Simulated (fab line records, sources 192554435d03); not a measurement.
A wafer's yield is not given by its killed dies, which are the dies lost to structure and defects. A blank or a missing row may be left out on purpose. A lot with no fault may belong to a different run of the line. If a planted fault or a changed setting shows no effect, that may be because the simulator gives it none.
Which of the tools did it? / flow n5Finfet / 24 lots, 72 wafers sampled, at 5 steps of a route of 1938

== WHAT EACH GAUGE READ, for each wafer ==
N5_BEOL_M0_RS_MEAS_126: measurement is done with a four-point probe. Usual: for M0_RS the level is 0.529 ohm/sq and the standard deviation is 0.017.
lot=L074; measured=day 5 23:53; on=filmMetro-02; M0_RS (ohm/sq)=0.552 0.503 0.526; flag=
lot=L075; measured=day 6 11:36; on=filmMetro-01; M0_RS (ohm/sq)=0.523 0.555 0.516; flag=
lot=L076; measured=day 6 14:13; on=filmMetro-01; M0_RS (ohm/sq)=0.538 0.526 0.528; flag=
lot=L077; measured=day 6 16:22; on=filmMetro-01; M0_RS (ohm/sq)=0.535 0.589 0.527; flag=
lot=L078; measured=day 6 19:50; on=filmMetro-02; M0_RS (ohm/sq)=0.555 0.544 0.538; flag=
lot=L079; measured=day 7 06:20; on=filmMetro-02; M0_RS (ohm/sq)=0.518 0.498 0.498; flag=
lot=L080; measured=day 7 10:20; on=filmMetro-01; M0_RS (ohm/sq)=0.546 0.514 0.547; flag=
lot=L081; measured=day 7 17:34; on=filmMetro-01; M0_RS (ohm/sq)=0.509 0.514 0.509; flag=
lot=L082; measured=day 7 21:46; on=filmMetro-02; M0_RS (ohm/sq)=0.513 0.513 0.512; flag=
lot=L083; measured=day 8 04:02; on=filmMetro-01; M0_RS (ohm/sq)=0.513 0.544 0.520; flag=
lot=L084; measured=day 8 16:38; on=filmMetro-01; M0_RS (ohm/sq)=0.508 0.543 0.532; flag=
lot=L085; measured=day 9 01:05; on=filmMetro-02; M0_RS (ohm/sq)=0.543 0.544 0.532; flag=
lot=L087; measured=day 9 04:38; on=filmMetro-01; M0_RS (ohm/sq)=0.541 0.525 0.551; flag=
lot=L086; measured=day 9 06:23; on=filmMetro-01; M0_RS (ohm/sq)=0.531 0.505 0.508; flag=
lot=L088; measured=day 9 10:01; on=filmMetro-02; M0_RS (ohm/sq)=0.553 0.542 0.520; flag=
lot=L089; measured=day 9 18:50; on=filmMetro-01; M0_RS (ohm/sq)=0.534 0.531 0.562; flag=
lot=L090; measured=day 9 20:00; on=filmMetro-02; M0_RS (ohm/sq)=0.553 0.530 0.531; flag=
lot=L091; measured=day 10 08:28; on=filmMetro-02; M0_RS (ohm/sq)=0.526 0.530 0.520; flag=
lot=L092; measured=day 10 13:04; on=filmMetro-01; M0_RS (ohm/sq)=0.533 0.528 0.530; flag=
lot=L093; measured=day 10 16:34; on=filmMetro-01; M0_RS (ohm/sq)=0.525 0.518 0.519; flag=
lot=L095; measured=day 11 02:35; on=filmMetro-01; M0_RS (ohm/sq)=0.536 0.537 0.550; flag=
lot=L094; measured=day 11 07:43; on=filmMetro-01; M0_RS (ohm/sq)=0.535 0.515 0.509; flag=
lot=L096; measured=day 11 11:52; on=filmMetro-01; M0_RS (ohm/sq)=0.505 0.556 0.550; flag=
lot=L097; measured=day 11 15:57; on=filmMetro-01; M0_RS (ohm/sq)=0.514 0.514 0.510; flag=

N5_BEOL_M1_INSPECT_30: inspects for defects (brightfield). Usual: 379 for rawDefectCount, sd 85.
lot=L074; measured=day 6 02:49; on=defectInspect-02; rawDefectCount=411 503 552; flag=
lot=L075; measured=day 6 13:46; on=defectInspect-01; rawDefectCount=222 314 240; flag=
lot=L076; measured=day 6 16:26; on=defectInspect-01; rawDefectCount=366 435 382; flag=
lot=L077; measured=day 6 19:16; on=defectInspect-02; rawDefectCount=380 426 434; flag=
lot=L078; measured=day 6 22:32; on=defectInspect-02; rawDefectCount=305 287 394; flag=
lot=L079; measured=day 7 08:03; on=defectInspect-02; rawDefectCount=316 428 492; flag=
lot=L080; measured=day 7 15:00; on=defectInspect-01; rawDefectCount=310 312 472; flag=
lot=L081; measured=day 7 21:10; on=defectInspect-02; rawDefectCount=282 336 350; flag=
lot=L082; measured=day 8 02:12; on=defectInspect-02; rawDefectCount=456 381 548; flag=
lot=L083; measured=day 8 06:37; on=defectInspect-01; rawDefectCount=331 469 516; flag=
lot=L084; measured=day 8 18:31; on=defectInspect-01; rawDefectCount=397 332 492; flag=
lot=L085; measured=day 9 03:49; on=defectInspect-02; rawDefectCount=506 362 382; flag=
lot=L087; measured=day 9 07:24; on=defectInspect-01; rawDefectCount=425 390 467; flag=
lot=L086; measured=day 9 08:10; on=defectInspect-02; rawDefectCount=347 408 414; flag=
lot=L088; measured=day 9 13:04; on=defectInspect-02; rawDefectCount=288 316 274; flag=
lot=L089; measured=day 9 20:50; on=defectInspect-02; rawDefectCount=393 372 487; flag=
lot=L090; measured=day 9 23:01; on=defectInspect-01; rawDefectCount=213 238 271; flag=
lot=L091; measured=day 10 12:13; on=defectInspect-02; rawDefectCount=290 360 458; flag=
lot=L092; measured=day 10 15:41; on=defectInspect-02; rawDefectCount=360 458 537; flag=
lot=L093; measured=day 10 18:15; on=defectInspect-01; rawDefectCount=330 314 310; flag=
lot=L095; measured=day 11 04:42; on=defectInspect-01; rawDefectCount=322 309 282; flag=
lot=L094; measured=day 11 09:59; on=defectInspect-02; rawDefectCount=478 491 393; flag=
lot=L096; measured=day 11 14:00; on=defectInspect-01; rawDefectCount=686 347 309; flag=
lot=L097; measured=day 11 18:34; on=defectInspect-02; rawDefectCount=386 483 345; flag=

== WHAT TOOL EACH LOT RAN ON (gives the tool, then ch and the chambers of the sampled wafers, and finally the start) ==
lot=L074; N5_BEOL_M0_PRE_CLEAN_113=pvdSputter-02, day 5 20:19; N5_BEOL_M0_ANNEAL_117=pvdSputter-01, day 5 22:20; N5_BEOL_M0_SPUTTER_141=pvdSputter-01, day 5 22:37
lot=L075; N5_BEOL_M0_PRE_CLEAN_113=pvdSputter-01, day 6 08:23; N5_BEOL_M0_ANNEAL_117=pvdSputter-02, day 6 09:37; N5_BEOL_M0_SPUTTER_141=pvdSputter-02, day 6 09:54
lot=L076; N5_BEOL_M0_PRE_CLEAN_113=pvdSputter-02, day 6 12:06; N5_BEOL_M0_ANNEAL_117=pvdSputter-02, day 6 12:46; N5_BEOL_M0_SPUTTER_141=pvdSputter-02, day 6 13:02
lot=L077; N5_BEOL_M0_PRE_CLEAN_113=pvdSputter-02, day 6 14:05; N5_BEOL_M0_ANNEAL_117=pvdSputter-02, day 6 14:53; N5_BEOL_M0_SPUTTER_141=pvdSputter-02, day 6 15:10
lot=L078; N5_BEOL_M0_PRE_CLEAN_113=pvdSputter-03, day 6 17:56; N5_BEOL_M0_ANNEAL_117=pvdSputter-03, day 6 18:30; N5_BEOL_M0_SPUTTER_141=pvdSputter-03, day 6 18:47
lot=L079; N5_BEOL_M0_PRE_CLEAN_113=pvdSputter-02, day 7 02:49; N5_BEOL_M0_ANNEAL_117=pvdSputter-01, day 7 04:58; N5_BEOL_M0_SPUTTER_141=pvdSputter-01, day 7 05:14
lot=L080; N5_BEOL_M0_PRE_CLEAN_113=pvdSputter-03, day 7 08:28; N5_BEOL_M0_ANNEAL_117=pvdSputter-03, day 7 09:00; N5_BEOL_M0_SPUTTER_141=pvdSputter-03, day 7 09:17
lot=L081; N5_BEOL_M0_PRE_CLEAN_113=pvdSputter-03, day 7 13:56; N5_BEOL_M0_ANNEAL_117=pvdSputter-01, day 7 14:40; N5_BEOL_M0_SPUTTER_141=pvdSputter-01, day 7 14:57
lot=L082; N5_BEOL_M0_PRE_CLEAN_113=pvdSputter-02, day 7 19:29; N5_BEOL_M0_ANNEAL_117=pvdSputter-03, day 7 20:25; N5_BEOL_M0_SPUTTER_141=pvdSputter-03, day 7 20:42
lot=L083; N5_BEOL_M0_PRE_CLEAN_113=pvdSputter-02, day 8 01:34; N5_BEOL_M0_ANNEAL_117=pvdSputter-02, day 8 02:16; N5_BEOL_M0_SPUTTER_141=pvdSputter-02, day 8 02:32
lot=L084; N5_BEOL_M0_PRE_CLEAN_113=pvdSputter-03, day 8 14:43; N5_BEOL_M0_ANNEAL_117=pvdSputter-03, day 8 15:18; N5_BEOL_M0_SPUTTER_141=pvdSputter-03, day 8 15:35
lot=L085; N5_BEOL_M0_PRE_CLEAN_113=pvdSputter-02, day 8 21:02; N5_BEOL_M0_ANNEAL_117=pvdSputter-01, day 8 23:45; N5_BEOL_M0_SPUTTER_141=pvdSputter-01, day 9 00:02
lot=L087; N5_BEOL_M0_PRE_CLEAN_113=pvdSputter-02, day 9 02:41; N5_BEOL_M0_ANNEAL_117=pvdSputter-03, day 9 03:19; N5_BEOL_M0_SPUTTER_141=pvdSputter-03, day 9 03:35
lot=L086; N5_BEOL_M0_PRE_CLEAN_113=pvdSputter-03, day 9 02:45; N5_BEOL_M0_ANNEAL_117=pvdSputter-02, day 9 05:03; N5_BEOL_M0_SPUTTER_141=pvdSputter-02, day 9 05:20
lot=L088; N5_BEOL_M0_PRE_CLEAN_113=pvdSputter-03, day 9 06:22; N5_BEOL_M0_ANNEAL_117=pvdSputter-03, day 9 08:38; N5_BEOL_M0_SPUTTER_141=pvdSputter-03, day 9 08:55
lot=L089; N5_BEOL_M0_PRE_CLEAN_113=pvdSputter-02, day 9 16:51; N5_BEOL_M0_ANNEAL_117=pvdSputter-02, day 9 17:31; N5_BEOL_M0_SPUTTER_141=pvdSputter-02, day 9 17:47
lot=L090; N5_BEOL_M0_PRE_CLEAN_113=pvdSputter-02, day 9 17:55; N5_BEOL_M0_ANNEAL_117=pvdSputter-02, day 9 18:39; N5_BEOL_M0_SPUTTER_141=pvdSputter-02, day 9 18:56
lot=L091; N5_BEOL_M0_PRE_CLEAN_113=pvdSputter-03, day 10 06:04; N5_BEOL_M0_ANNEAL_117=pvdSputter-03, day 10 07:04; N5_BEOL_M0_SPUTTER_141=pvdSputter-03, day 10 07:20
lot=L092; N5_BEOL_M0_PRE_CLEAN_113=pvdSputter-03, day 10 10:41; N5_BEOL_M0_ANNEAL_117=pvdSputter-03, day 10 11:28; N5_BEOL_M0_SPUTTER_141=pvdSputter-03, day 10 11:45
lot=L093; N5_BEOL_M0_PRE_CLEAN_113=pvdSputter-03, day 10 14:40; N5_BEOL_M0_ANNEAL_117=pvdSputter-01, day 10 15:13; N5_BEOL_M0_SPUTTER_141=pvdSputter-01, day 10 15:30
lot=L095; N5_BEOL_M0_PRE_CLEAN_113=pvdSputter-03, day 11 00:06; N5_BEOL_M0_ANNEAL_117=pvdSputter-01, day 11 01:16; N5_BEOL_M0_SPUTTER_141=pvdSputter-01, day 11 01:32
lot=L094; N5_BEOL_M0_PRE_CLEAN_113=pvdSputter-01, day 11 05:42; N5_BEOL_M0_ANNEAL_117=pvdSputter-01, day 11 06:22; N5_BEOL_M0_SPUTTER_141=pvdSputter-01, day 11 06:38
lot=L096; N5_BEOL_M0_PRE_CLEAN_113=pvdSputter-03, day 11 08:34; N5_BEOL_M0_ANNEAL_117=pvdSputter-03, day 11 10:32; N5_BEOL_M0_SPUTTER_141=pvdSputter-03, day 11 10:49
lot=L097; N5_BEOL_M0_PRE_CLEAN_113=pvdSputter-03, day 11 13:43; N5_BEOL_M0_ANNEAL_117=pvdSputter-03, day 11 14:35; N5_BEOL_M0_SPUTTER_141=pvdSputter-03, day 11 14:52
- N5_BEOL_M0_PRE_CLEAN_113: time 30 s.
- N5_BEOL_M0_ANNEAL_117: time 60 s.
- N5_BEOL_M0_SPUTTER_141: material Cu, target thk 4 nm, time 7.37 s.

== AS READ BY THE TOOLS THEMSELVES (means over the sampled wafers that have a number; for cases with no such wafer, the mark the record gives instead) ==
N5_BEOL_M0_PRE_CLEAN_113. Usual: heaterPowerW 320 W, standard deviation 32; susceptorTempC 250.00 C, standard deviation 0.18.
lot=L074; tool=pvdSputter-02; heaterPowerW (W)=301; susceptorTempC (C)=249.87; flag=
lot=L075; tool=pvdSputter-01; heaterPowerW (W)=288; susceptorTempC (C)=249.99; flag=
lot=L076; tool=pvdSputter-02; heaterPowerW (W)=324; susceptorTempC (C)=249.86; flag=
lot=L077; tool=pvdSputter-02; heaterPowerW (W)=324; susceptorTempC (C)=250.02; flag=
lot=L078; tool=pvdSputter-03; heaterPowerW (W)=327; susceptorTempC (C)=249.92; flag=
lot=L079; tool=pvdSputter-02; heaterPowerW (W)=329; susceptorTempC (C)=250.13; flag=
lot=L080; tool=pvdSputter-03; heaterPowerW (W)=327; susceptorTempC (C)=250.03; flag=
lot=L081; tool=pvdSputter-03; heaterPowerW (W)=326; susceptorTempC (C)=249.97; flag=
lot=L082; tool=pvdSputter-02; heaterPowerW (W)=305; susceptorTempC (C)=250.13; flag=
lot=L083; tool=pvdSputter-02; heaterPowerW (W)=301; susceptorTempC (C)=250.08; flag=
lot=L084; tool=pvdSputter-03; heaterPowerW (W)=322; susceptorTempC (C)=249.86; flag=
lot=L085; tool=pvdSputter-02; heaterPowerW (W)=358; susceptorTempC (C)=250.21; flag=
lot=L087; tool=pvdSputter-02; heaterPowerW (W)=298; susceptorTempC (C)=249.91; flag=
lot=L086; tool=pvdSputter-03; heaterPowerW (W)=329; susceptorTempC (C)=249.95; flag=
lot=L088; tool=pvdSputter-03; heaterPowerW (W)=320; susceptorTempC (C)=249.98; flag=
lot=L089; tool=pvdSputter-02; heaterPowerW (W)=330; susceptorTempC (C)=250.16; flag=
lot=L090; tool=pvdSputter-02; heaterPowerW (W)=302; susceptorTempC (C)=250.00; flag=
lot=L091; tool=pvdSputter-03; heaterPowerW (W)=325; susceptorTempC (C)=250.01; flag=
lot=L092; tool=pvdSputter-03; heaterPowerW (W)=330; susceptorTempC (C)=249.96; flag=
lot=L093; tool=pvdSputter-03; heaterPowerW (W)=327; susceptorTempC (C)=250.03; flag=
lot=L095; tool=pvdSputter-03; heaterPowerW (W)=318; susceptorTempC (C)=249.82; flag=
lot=L094; tool=pvdSputter-01; heaterPowerW (W)=336; susceptorTempC (C)=250.05; flag=
lot=L096; tool=pvdSputter-03; heaterPowerW (W)=328; susceptorTempC (C)=249.99; flag=
lot=L097; tool=pvdSputter-03; heaterPowerW (W)=333; susceptorTempC (C)=250.03; flag=

N5_BEOL_M0_ANNEAL_117. Usual: heaterPowerW 791 W, standard deviation 82; susceptorTempC 400.02 C, standard deviation 0.24.
lot=L074; tool=pvdSputter-01; heaterPowerW (W)=769; susceptorTempC (C)=400.06; flag=
lot=L075; tool=pvdSputter-02; heaterPowerW (W)=811; susceptorTempC (C)=399.92; flag=
lot=L076; tool=pvdSputter-02; heaterPowerW (W)=817; susceptorTempC (C)=399.85; flag=
lot=L077; tool=pvdSputter-02; heaterPowerW (W)=837; susceptorTempC (C)=400.36; flag=
lot=L078; tool=pvdSputter-03; heaterPowerW (W)=772; susceptorTempC (C)=399.91; flag=
lot=L079; tool=pvdSputter-01; heaterPowerW (W)=770; susceptorTempC (C)=400.05; flag=
lot=L080; tool=pvdSputter-03; heaterPowerW (W)=804; susceptorTempC (C)=400.12; flag=
lot=L081; tool=pvdSputter-01; heaterPowerW (W)=738; susceptorTempC (C)=399.95; flag=
lot=L082; tool=pvdSputter-03; heaterPowerW (W)=802; susceptorTempC (C)=400.06; flag=
lot=L083; tool=pvdSputter-02; heaterPowerW (W)=875; susceptorTempC (C)=399.99; flag=
lot=L084; tool=pvdSputter-03; heaterPowerW (W)=820; susceptorTempC (C)=400.12; flag=
lot=L085; tool=pvdSputter-01; heaterPowerW (W)=763; susceptorTempC (C)=399.95; flag=
lot=L087; tool=pvdSputter-03; heaterPowerW (W)=787; susceptorTempC (C)=399.80; flag=
lot=L086; tool=pvdSputter-02; heaterPowerW (W)=878; susceptorTempC (C)=400.02; flag=
lot=L088; tool=pvdSputter-03; heaterPowerW (W)=823; susceptorTempC (C)=400.09; flag=
lot=L089; tool=pvdSputter-02; heaterPowerW (W)=736; susceptorTempC (C)=400.01; flag=
lot=L090; tool=pvdSputter-02; heaterPowerW (W)=833; susceptorTempC (C)=400.05; flag=
lot=L091; tool=pvdSputter-03; heaterPowerW (W)=836; susceptorTempC (C)=399.60; flag=
lot=L092; tool=pvdSputter-03; heaterPowerW (W)=820; susceptorTempC (C)=399.88; flag=
lot=L093; tool=pvdSputter-01; heaterPowerW (W)=707; susceptorTempC (C)=400.00; flag=
lot=L095; tool=pvdSputter-01; heaterPowerW (W)=780; susceptorTempC (C)=400.20; flag=
lot=L094; tool=pvdSputter-01; heaterPowerW (W)=809; susceptorTempC (C)=399.72; flag=
lot=L096; tool=pvdSputter-03; heaterPowerW (W)=782; susceptorTempC (C)=399.97; flag=
lot=L097; tool=pvdSputter-03; heaterPowerW (W)=822; susceptorTempC (C)=400.07; flag=

N5_BEOL_M0_SPUTTER_141. Usual: susceptorTempC -19.99 C, standard deviation 0.11; throttleValvePct 30.1 %, standard deviation 0.7.
lot=L074; tool=pvdSputter-01; susceptorTempC (C)=-20.03; throttleValvePct (%)=30.0; flag=
lot=L075; tool=pvdSputter-02; susceptorTempC (C)=-20.12; throttleValvePct (%)=29.8; flag=
lot=L076; tool=pvdSputter-02; susceptorTempC (C)=-19.89; throttleValvePct (%)=30.7; flag=
lot=L077; tool=pvdSputter-02; susceptorTempC (C)=-20.09; throttleValvePct (%)=30.4; flag=
lot=L078; tool=pvdSputter-03; susceptorTempC (C)=-19.94; throttleValvePct (%)=30.8; flag=
lot=L079; tool=pvdSputter-01; susceptorTempC (C)=-19.94; throttleValvePct (%)=30.0; flag=
lot=L080; tool=pvdSputter-03; susceptorTempC (C)=-19.92; throttleValvePct (%)=30.0; flag=
lot=L081; tool=pvdSputter-01; susceptorTempC (C)=-20.04; throttleValvePct (%)=30.4; flag=
lot=L082; tool=pvdSputter-03; susceptorTempC (C)=-19.93; throttleValvePct (%)=29.9; flag=
lot=L083; tool=pvdSputter-02; susceptorTempC (C)=-20.00; throttleValvePct (%)=29.3; flag=
lot=L084; tool=pvdSputter-03; susceptorTempC (C)=-20.01; throttleValvePct (%)=29.9; flag=
lot=L085; tool=pvdSputter-01; susceptorTempC (C)=-19.95; throttleValvePct (%)=30.0; flag=
lot=L087; tool=pvdSputter-03; susceptorTempC (C)=-20.01; throttleValvePct (%)=30.4; flag=
lot=L086; tool=pvdSputter-02; susceptorTempC (C)=-20.00; throttleValvePct (%)=29.3; flag=
lot=L088; tool=pvdSputter-03; susceptorTempC (C)=-19.90; throttleValvePct (%)=29.9; flag=
lot=L089; tool=pvdSputter-02; susceptorTempC (C)=-19.92; throttleValvePct (%)=30.4; flag=
lot=L090; tool=pvdSputter-02; susceptorTempC (C)=-20.00; throttleValvePct (%)=30.3; flag=
lot=L091; tool=pvdSputter-03; susceptorTempC (C)=-19.92; throttleValvePct (%)=29.9; flag=
lot=L092; tool=pvdSputter-03; susceptorTempC (C)=-20.10; throttleValvePct (%)=30.1; flag=
lot=L093; tool=pvdSputter-01; susceptorTempC (C)=-20.04; throttleValvePct (%)=29.9; flag=
lot=L095; tool=pvdSputter-01; susceptorTempC (C)=-19.98; throttleValvePct (%)=30.0; flag=
lot=L094; tool=pvdSputter-01; susceptorTempC (C)=-20.00; throttleValvePct (%)=29.8; flag=
lot=L096; tool=pvdSputter-03; susceptorTempC (C)=-19.92; throttleValvePct (%)=30.1; flag=
lot=L097; tool=pvdSputter-03; susceptorTempC (C)=-20.01; throttleValvePct (%)=29.3; flag=

== THE ANSWER, worked out from the rows above alone ==
Rule: take the mean of a lot's wafers that have a number; if it is more than 3 standard deviations from the usual mean, the lot is off. Also off: a lot with no number at a reading for which 4 or more lots have one. All remaining lots with rows at the step are treated as sound. Order of review: gauges by route order, followed by the tools' own readings, for which a lot's mean as printed above is used. At the first step where some lot is off, the reading lying furthest off is the one used; lots without a number count as furthest.
Across all readings shown, no lot is off: no conclusion can be drawn from this.

== WHAT THE SIMULATOR HAD INSERTED ==
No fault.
